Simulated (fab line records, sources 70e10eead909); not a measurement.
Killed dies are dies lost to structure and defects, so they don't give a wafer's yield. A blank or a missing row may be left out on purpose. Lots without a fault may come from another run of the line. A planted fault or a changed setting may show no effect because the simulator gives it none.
fab line records | flow nand_harc
record lots=6 wafers=18 last_day=31
route steps=1302 shown P_ZERO_WELL@30 END@1302
lots that met no fault: from a run of the same line without faults
start_h: hours from the record's first day to the start of the lot's first wafer shown | wait_h: hours since the lot's step before | " the same as in the row above | L1.1+2: a row that stands for several wafers | - no value, or no start given | * or withheld: withheld | < > ~ a bound
route shown NAME@n: a module of which the file shows steps, and the number in the route of the first | usual: mean/standard deviation of fault-free wafers | same: alike in all rows | chamber/n: place in a boat | sites: the reading at each site | _std_site: their standard deviation | _edge_site: outer sites' mean less inner sites' | radius_mm: how far each site lies from the wafer's centre | mask NAME#n: copy n | behind: the tool/chamber that last shaped the wafer | hold: why the lot was held/for how many hours/how that ended | device: the transistor (n, p or np) that didn't switch | end of line: the same wafers' tests at the end of the route | a step without rows: its recipe alone | killed: dies lost to structure and defects at the first sort, not the wafer's yield | map: a wafer's dies, x killed, . not, _ none there
set.NAME: the setting as run; set.NAME@STEP: as run at that earlier step | model.NAME: the simulator's own value behind a step, which no gauge read
lots at some steps of the route; a table a step, a row a wafer
services: from which hour (start_h, from the record's first day; less than 0 if before it) a tool's chamber was out of use, for how many hours, and why
## steps
# step NHARC_P_ZERO_WELL_HARDBAKE_25
# recipe temp_c=125 time_s=80
# step NHARC_P_ZERO_WELL_DESCUM_26
# recipe time_s=3 o2_flow_sccm=200 ar_flow_sccm=0 bias_power_w=0 chemistry=O2
# usual drypump_motor_current_A=5.5/0.49 oes_product_au=1.002/0.013 rf_vpp_V=57.6/0.91 showerhead_plenum_p_Torr=1.87/0.071 throttle_valve_pct=11.312/0.0092
# columns lot.wafer tool chamber start_h wait_h drypump_motor_current_A oes_product_au rf_hours_counter_h rf_vpp_V showerhead_plenum_p_Torr throttle_valve_pct
L975.1 rie_diel-11 0 42.65 - 4.7 1.011 52 58.1 1.91 11.319
L975.4 " 2 " " 5.9 1.014 52 59.2 1.94 11.313
L975.5 " 0 " " 4.7 1.019 - 57.1 1.91 11.328
L976.1 rie_diel-11 2 52.65 - 5.9 1.018 54 58.2 1.94 11.312
L976.5 " 1 " " 4.9 0.982 - 58.5 1.80 11.317
L976.6 " 2 " " 5.9 1.020 - 58.4 1.94 11.321
L984.2 rie_diel-11 3 132.78 - 5.5 1.000 12 57.0 1.91 11.311
L984.1 " 0 " " 4.7 1.015 11 58.0 1.90 11.322
L984.4 " 1 " " 4.9 0.993 13 55.3 1.80 11.300
L985.2 rie_diel-11 0 142.84 - 4.7 1.011 16 58.6 1.90 11.315
L985.3 " 2 " " 5.9 0.979 20 57.8 1.93 11.295
L985.5 " 0 " " 4.7 1.014 - 59.1 1.90 11.290
L989.2 rie_diel-06 2 182.66 - 5.5 1.009 15 57.5 1.91 11.327
L989.1 " 0 " " 5.7 1.001 14 56.4 1.81 11.321
L989.6 " 2 " " 5.5 0.991 - 57.0 1.91 11.298
L991.2 rie_diel-11 1 202.78 - 4.9 1.000 40 57.1 1.79 11.316
L991.4 " 3 " " 5.5 0.987 38 58.5 1.90 11.317
L991.6 " 0 " " 4.7 0.999 - 57.7 1.90 11.311
# step NHARC_P_ZERO_WELL_IMPLANT_27
# recipe energy_kev=600 dose_cm2=1e+13 tilt_deg=7
# step NHARC_P_ZERO_WELL_IMPLANT_57
# recipe energy_kev=250 dose_cm2=4e+12 tilt_deg=7
# step NHARC_P_ZERO_WELL_IMPLANT_58
# recipe energy_kev=100 dose_cm2=2e+12 tilt_deg=7
# step NHARC_P_ZERO_WELL_STRIP_28
# recipe time_s=840 temp_c=130 chemistry=SPM
# step NHARC_P_ZERO_WELL_DEHYDRATE_29
# recipe temp_c=150 time_s=120
# step NHARC_P_ZERO_WELL_HMDS_30
# recipe time_s=30
# step NHARC_P_ZERO_WELL_COAT_31
# recipe spin_rpm=withheld
# step NHARC_P_ZERO_WELL_SOFTBAKE_32
# recipe temp_c=122 time_s=95
# step NHARC_P_ZERO_WELL_EBR_33
# step NHARC_P_ZERO_WELL_EXPOSE_34
# recipe na=0.6 target_cd_nm=720 dose_mj=22.31 mask_id=P_PWELL
# step NHARC_P_ZERO_WELL_PEB_35
# recipe peb_temp_c=118 peb_time_s=85
# usual heater_power_total_W=163.98/0.27 plate_temp_C=118.01/0.15 resist_line_temp_C=22.98/0.1
# columns lot.wafer tool chamber start_h wait_h heater_power_total_W plate_temp_C resist_line_temp_C
L975.1 litho_track-02 0 44.06 0.1 163.79 117.70 22.99
L975.4 " 0 " " 164.00 118.01 22.94
L975.5 " 0 " " 163.93 117.75 23.01
L976.1 litho_track-07 0 53.91 0.1 163.81 118.11 23.10
L976.5 " 0 " " 164.51 118.28 22.93
L976.6 " 0 " " 163.75 118.12 22.93
L984.1 litho_track-02 0 134.15 0.1 161.67 116.29 22.88
L984.2 " 0 " " 161.72 116.57 22.96
L984.4 " 0 " " 161.35 116.30 23.02
L985.2 litho_track-02 0 144.22 0.1 161.04 116.55 23.01
L985.3 " 0 " " 161.48 116.92 23.08
L985.5 " 0 " " 161.11 116.60 23.01
L989.1 litho_track-07 0 183.92 0.1 163.74 118.10 22.95
L989.2 " 0 " " 164.20 118.09 22.89
L989.6 " 0 " " 163.65 118.04 22.94
L991.2 litho_track-07 0 204.15 0.1 163.68 117.95 22.85
L991.4 " 0 " " 164.08 117.76 23.03
L991.6 " 0 " " 164.41 117.82 22.86
# step NHARC_P_ZERO_WELL_DEVELOP_36
# recipe time_s=70
# step NHARC_END_SORT_01
# recipe temp_c=25
# usual killed_at_array=54/12 killed_at_other=0.7/1.1 killed_at_periphery=3.9/2.8 killed_dies=59/13 killed_open=3.4/2 killed_short=2.5/1.7
# same gross_dies=677
# columns lot.wafer tool chamber start_h wait_h killed_at_array killed_at_other killed_at_periphery killed_dies killed_open killed_short
L985.2 prober-01 0 681.08 2.8 62 1 1 64 5 2
L985.3 prober-01 0 681.89 3.1 60 0 3 63 1 0
L985.5 prober-01 0 683.50 3.7 55 0 3 58 4 3
# killed by level:class
L985.2 A_CHANNEL_HOLE_D1:chamber_film_flake=25 A_SLIT:chamber_film_flake=22 A_STAIRCASE:chamber_film_flake=3 A_WL_FILL:chamber_film_flake=3 A_SOURCE_PLATE:geometric_particle:open=1 A_CHANNEL_HOLE_D1:geometric_particle:short=1 A_CHANNEL_HOLE_D2:geometric_particle:open=1 A_CHANNEL_HOLE_D2:geometric_particle:short=1
L985.3 A_CHANNEL_HOLE_D1:chamber_film_flake=28 A_SLIT:chamber_film_flake=23 A_STAIRCASE:chamber_film_flake=4 P_CONTACT:chamber_film_flake=2 A_ZERO_WELL:chamber_film_flake=2 A_CONTACT:chamber_film_flake=2 P_M1:geometric_particle:open=1 A_WL_FILL:chamber_film_flake=1
L985.5 A_CHANNEL_HOLE_D1:chamber_film_flake=22 A_SLIT:chamber_film_flake=21 A_STAIRCASE:chamber_film_flake=3 A_DECK1_JOINT:geometric_particle:open=2 A_CONTACT:chamber_film_flake=2 P_M0:geometric_particle:open=1 A_SOURCE_PLATE:geometric_particle:short=1 A_ONON_D1:geometric_particle:short=1
## services
# columns tool chamber start_h hours kind
rie_diel-06 1 23.83 4.5 repair
rie_diel-11 0 36.03 - clean
rie_diel-11 1 36.03 - clean
rie_diel-11 2 36.03 - clean
rie_diel-11 3 36.03 - clean
litho_track-02 - 52.00 7.0 pm
rie_diel-11 0 60.53 - clean
rie_diel-11 1 60.53 - clean
rie_diel-11 2 60.53 - clean
rie_diel-11 3 60.53 - clean
rie_diel-06 2 65.05 3.3 repair
litho_track-07 - 76.00 7.0 pm
rie_diel-11 0 76.95 5.9 repair
rie_diel-11 - 78.50 9.0 pm
rie_diel-11 1 78.50 9.0 vent_cycle
rie_diel-11 2 78.50 9.0 vent_cycle
rie_diel-11 3 78.50 9.0 vent_cycle
rie_diel-11 0 87.50 - clean
rie_diel-06 2 114.95 8.7 repair
rie_diel-06 - 130.20 9.0 pm
rie_diel-11 0 163.92 32.8 repair
rie_diel-11 2 170.86 4.2 repair
rie_diel-06 2 188.32 14.7 repair
rie_diel-06 - 198.52 1.4 repair
## key
first_sign step=NHARC_P_ZERO_WELL_PEB_35 reading=plate_temp_C direction=down sigmas=9.6 usual=* struck=*
effect step=NHARC_P_ZERO_WELL_PEB_35 reading=heater_power_total_W direction=down sigmas=9.4 usual=* struck=*
met_at NHARC_P_ZERO_WELL_PEB_35
struck_wafers L984.1,L984.2,L984.4,L985.2,L985.3,L985.5
tester_left_out L984,L985
onset_between 44.06 134.15
fault kind=process_parameter_drift tool=litho_track-02 chamber=- onset_h=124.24 steps=NHARC_P_ZERO_WELL_PEB_35 channel=peb_temp_c offset=* shape=step end_h=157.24 acts_in=* stated=*
# tester_left_out: of these lots the tester's yield and bins aren't shown, on N5 and GAA mostly nor the transistor test; their killed dies are dies lost to structure and defects alone, not to doping, threshold or leakage, so they don't give the yield
